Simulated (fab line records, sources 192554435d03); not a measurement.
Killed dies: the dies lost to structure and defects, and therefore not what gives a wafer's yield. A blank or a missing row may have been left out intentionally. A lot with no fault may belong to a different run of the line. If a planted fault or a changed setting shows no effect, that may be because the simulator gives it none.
Matching of chambers ; flow n5 finfet ; 3 sister chambers for N5_BEOL_M0_SAQP_PECVD_96 on pecvd-04
The step deposits a-Si from SiH4/He, target thk 45 nm, time 45.2 s. 6 wafers are shown with their chamber, then 8 later ones without.

== EACH WAFER AND ITS CHAMBER ==
wafer;chamber;showerhead plenum p Torr (Torr);throttle valve pct (%)
L695.5;2;5.66;21.2
L700.1;2;5.67;21.5
L703.1;1;5.67;18.2
L703.2;0;5.48;18.9
L703.5;0;5.47;18.7
L710.1;1;5.67;18.4

== WAFERS MISSING THEIR CHAMBER ==
wafer;showerhead plenum p Torr (Torr);throttle valve pct (%)
L710.4;5.49;18.6
L710.5;5.49;19.0
L711.1;5.48;19.1
L711.4;5.49;18.9
L711.5;5.66;18.5
L713.1;5.68;18.0
L713.4;5.49;18.6
L713.6;5.49;18.8

== THE CHAMBER EACH PASSED THROUGH ==
wafer;from the rows above;in truth
L710.4;0;0
L710.5;0;0
L711.1;0;0
L711.4;0;0
L711.5;1;1
L713.1;1;1
L713.4;0;0
L713.6;0;0
Placed correctly: 8 of 8. Left unplaced by these rows: 0. Wrongly placed: 0.
How it was worked out, from the rows above alone: a wafer's distance from a chamber is the root of the sum, over the readings, of the square of ((its reading less the chamber's mean) divided by the reading's scatter). If the next closest chamber is less than 2 further off than the closest, the wafer can't be placed; otherwise it belongs to the closest. A chamber's mean is the mean of its shown wafers. The scatter: the root of (the sum of the squares of (reading less its chamber's mean) over the shown wafers, divided by (wafers less chambers)).
